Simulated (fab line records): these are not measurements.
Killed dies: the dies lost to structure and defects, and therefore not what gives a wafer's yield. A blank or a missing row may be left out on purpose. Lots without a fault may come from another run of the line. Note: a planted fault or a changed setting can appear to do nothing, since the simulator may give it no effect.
Chamber matching | flow n5 finfet | 4 sister chambers for N5_MOL_CONTACT_COAG_ETCHBACK_136 on rie diel-02
The step etches SiO2 in CHF3, target depth 25 nm, time 16.7 s. 4 wafers are shown with their chamber, then 10 later ones without.

## WAFERS WITH THEIR CHAMBER
wafer  | chamber | drypump motor current A (A)
L091.2 | 3       | 6.8
L091.3 | 1       | 5.7
L093.1 | 0       | 5.3
L093.3 | 2       | 6.5

## WAFERS WHOSE CHAMBER IS MISSING
wafer  | drypump motor current A (A)
L093.4 | 5.6
L095.1 | 5.3
L095.4 | 5.7
L095.6 | 5.3
L096.3 | 6.5
L096.4 | 5.7
L096.5 | 6.8
L097.3 | 5.6
L097.4 | 6.8
L097.6 | 5.7

## THE CHAMBER EACH PASSED THROUGH
wafer  | from the rows above | in truth
L093.4 | 1                   | 1
L095.1 | 0                   | 0
L095.4 | 1                   | 1
L095.6 | 0                   | 0
L096.3 | 2                   | 2
L096.4 | 1                   | 1
L096.5 | 3                   | 3
L097.3 | 1                   | 1
L097.4 | 3                   | 3
L097.6 | 1                   | 1
Correctly placed: 10 of 10. Left unplaced by these rows: 0. Placed wrongly: 0.
How it was worked out, from the rows above alone: a wafer's distance from a chamber is the root of the sum, over the readings, of the square of ((its reading less the chamber's mean) divided by the reading's scatter). If the next closest chamber is less than 2 further off than the closest, the wafer can't be placed; otherwise it belongs to the closest. The mean given for a chamber averages the wafers shown for that chamber. The scatter (one wafer shown for each chamber): square how far every hidden wafer sits from the nearest shown wafer, average those squares and take the square root.
